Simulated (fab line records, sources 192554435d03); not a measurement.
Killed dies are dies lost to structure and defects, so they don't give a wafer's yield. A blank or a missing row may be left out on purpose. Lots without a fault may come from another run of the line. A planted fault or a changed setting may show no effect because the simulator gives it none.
Chamber matching | flow n5_finfet | N5_BEOL_M13_DEP_53 on pecvd-01: 3 sister chambers
The step deposits SiCN from 3MS/NH3, target thk 50 nm, time 17.8 s. 27 wafers are shown with their chamber, then 12 later ones without.

WAFERS WITH THEIR CHAMBER
wafer  | chamber | throttle_valve_pct (%) | showerhead_plenum_p_Torr (Torr)
L076.1 | 0       | 17.1                   | 4.156
L076.2 | 2       | 19.3                   | 4.165
L076.3 | 1       | 19.3                   | 4.159
L076.4 | 1       | 19.6                   | 4.170
L076.5 | 0       | 17.3                   | 4.161
L076.6 | 2       | 19.2                   | 4.148
L079.3 | 0       | 17.4                   | 4.153
L079.4 | 1       | 19.6                   | 4.165
L079.6 | 2       | 19.4                   | 4.161
L078.2 | 1       | 19.5                   | 4.159
L078.5 | 2       | 19.4                   | 4.154
L078.6 | 1       | 19.5                   | 4.173
L080.1 | 2       | 19.6                   | 4.161
L080.2 | 1       | 19.5                   | 4.167
L080.3 | 0       | 17.0                   | 4.158
L080.4 | 0       | 17.0                   | 4.160
L080.5 | 2       | 19.4                   | 4.149
L080.6 | 1       | 19.7                   | 4.153
L082.1 | 1       | 19.5                   | 4.161
L082.2 | 2       | 19.3                   | 4.158
L082.6 | 2       | 19.5                   | 4.160
L086.1 | 2       | 19.3                   | 4.154
L086.4 | 2       | 19.4                   | 4.156
L086.5 | 1       | 19.6                   | 4.158
L085.1 | 0       | 17.2                   | 4.155
L085.2 | 1       | 19.4                   | 4.171
L085.6 | 0       | 17.2                   | 4.166

SIGNATURES (means of the wafers above)
reading                  | chamber 0 | chamber 1 | chamber 2 | scatter within a chamber
throttle_valve_pct       | 17.171    | 19.520    | 19.380    | 0.124
showerhead_plenum_p_Torr | 4.15843   | 4.16360   | 4.15660   | 0.00567
Rule: a wafer's distance from a chamber is the root of the sum, over the readings, of the square of ((its reading less the chamber's mean) divided by the reading's scatter). The wafer belongs to the nearest chamber; if the next one is less than 2 further off, it can't be placed. The scatter: the root of (the sum of the squares of (reading less its chamber's mean) over the shown wafers, divided by (wafers less chambers)).

WAFERS WITHOUT THEIR CHAMBER
wafer  | throttle_valve_pct (%) | showerhead_plenum_p_Torr (Torr)
L087.1 | 19.6                   | 4.165
L087.5 | 17.2                   | 4.148
L087.6 | 19.7                   | 4.163
L093.3 | 17.2                   | 4.143
L093.5 | 17.1                   | 4.162
L093.6 | 19.3                   | 4.159
L096.1 | 19.7                   | 4.157
L096.2 | 17.2                   | 4.158
L096.3 | 20.1                   | 4.153
L096.4 | 17.3                   | 4.158
L096.5 | 19.5                   | 4.161
L096.6 | 17.1                   | 4.165

WHICH CHAMBER EACH WENT THROUGH
wafer  | from the rows above     | in truth
L087.1 | can't be placed: 1 or 2 | 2
L087.5 | 0                       | 0
L087.6 | can't be placed: 1 or 2 | 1
L093.3 | 0                       | 0
L093.5 | 0                       | 0
L093.6 | can't be placed: 2 or 1 | 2
L096.1 | can't be placed: 1 or 2 | 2
L096.2 | 0                       | 0
L096.3 | can't be placed: 1 or 2 | 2
L096.4 | 0                       | 0
L096.5 | can't be placed: 1 or 2 | 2
L096.6 | 0                       | 0
Placed correctly: 6 of 12. Can't be placed from these rows: 6 (the true chamber is among the candidates in 6). Placed wrongly: 0.
